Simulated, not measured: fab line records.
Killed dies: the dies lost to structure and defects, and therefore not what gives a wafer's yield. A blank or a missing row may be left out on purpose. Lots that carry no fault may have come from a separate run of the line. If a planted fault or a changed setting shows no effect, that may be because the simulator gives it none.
Split-lot trial -- flow n5-finfet -- 21 wafers read from 7 lots, route of 1938 steps

== THE SPLIT ==
At N5_PASSIVATION_ETCH_15 (etches SiCN in CF4/N2, target depth 75 nm, time 81.2 s), the setting bias-w was moved away from the recipe's 70 W on 5 of the 21 wafers read, by -14.2% to +8.1%. For the rest of the wafers, this setting stayed at what the recipe calls for.

The reading comes from the split's own step.

== THE READING ==
rf-vpp-V, in V, at N5_PASSIVATION_ETCH_15 (etches SiCN in CF4/N2, target depth 75 nm, time 81.2 s). Typical for fault-free wafers on this fab line: 382.5 V, with standard deviation 2.1 V.

wafer,"tool, chamber at the split","bias-w as run, W",against the recipe,"rf-vpp-V, V",against lot-mates on the recipe
L076.1,"rie-diel-04, 3",60.09,-14.2%,348.5,-33.9
L076.3,"rie-diel-04, 0",70,recipe,382.4,-
L076.5,"rie-diel-04, 3",60.09,-14.2%,349.7,-32.7
L089.2,"rie-diel-03, 3",73.98,+5.7%,395.3,+15.8
L089.3,"rie-diel-03, 0",70,recipe,378.0,-
L089.4,"rie-diel-03, 1",70,recipe,381.1,-
L088.2,"rie-diel-03, 0",70,recipe,380.0,-
L088.3,"rie-diel-03, 2",70,recipe,384.0,-
L088.4,"rie-diel-03, 1",70,recipe,381.4,-
L091.1,"rie-diel-04, 3",70,recipe,383.6,-
L091.4,"rie-diel-04, 3",70,recipe,384.0,-
L091.6,"rie-diel-04, 1",70,recipe,384.0,-
L092.1,"rie-diel-04, 1",70,recipe,384.4,-
L092.3,"rie-diel-04, 3",70,recipe,384.6,-
L092.6,"rie-diel-04, 3",70,recipe,384.8,-
L095.1,"rie-diel-04, 3",70,recipe,382.7,-
L095.4,"rie-diel-04, 0",75.65,+8.1%,400.7,+18.8
L095.6,"rie-diel-04, 0",70,recipe,381.1,-
L096.1,"rie-diel-03, 1",64.31,-8.1%,361.7,-18.8
L096.3,"rie-diel-03, 2",70,recipe,382.0,-
L096.4,"rie-diel-03, 3",70,recipe,378.9,-

FIT RESULTS
A straight line over all 21 wafers: rf-vpp-V changes by +2.35 V for each +1% of bias-w; r = +0.99; the points scatter about the line by 1.9 V.
The same after taking each lot's own level away (the mean of its wafers on the recipe; 21 wafers): +2.37 V for each +1%; r = +1.00; scatter 1.2 V.
According to that fit, moving bias-w by its largest amount changes the reading by 34 V.
The span of the lots' own levels, 379.55 to 384.60 V, comes to 2.4 times the standard deviation stated above.
So the lot-to-lot level changes the slope little: the two slopes agree.
Check: for one of the wafers moved furthest among these (-14.2%), held out of the fit, the line's prediction against its lot-mates is -33.2 V. Against them it came out at -33.9 V.
Tool readings at the split's step, against how far the setting was moved: rf-vpp-V r = +0.99.

== ADDITIONAL SPLITS CARRIED BY THESE WAFERS ==
Other splits were also applied to these wafers ahead of the reading. Each is held against what the fit with the lots' levels taken away leaves over:
other split on the same wafers,wafers away from the commonest value,r with rf-vpp-V (lot level and that fit taken away)
N5_BEOL_M14_PEB_26 peb-temp-c,5,+0.25
N5_BEOL_M15_TRENCH_ETCH_34 bias-w,9,-0.29
N5_MIM_BOT_ETCH_ETCH_04 time-s,7,+0.15
N5_MIM_BOT_ETCH_ETCH_00 icp-w,5,+0.44
N5_PASSIVATION_EXPOSE_07 dose-mj,4,+0.11

== FILE'S OWN FIT ==
rf-vpp-V changes by +2.38 V for each +1% of bias-w, r = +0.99.
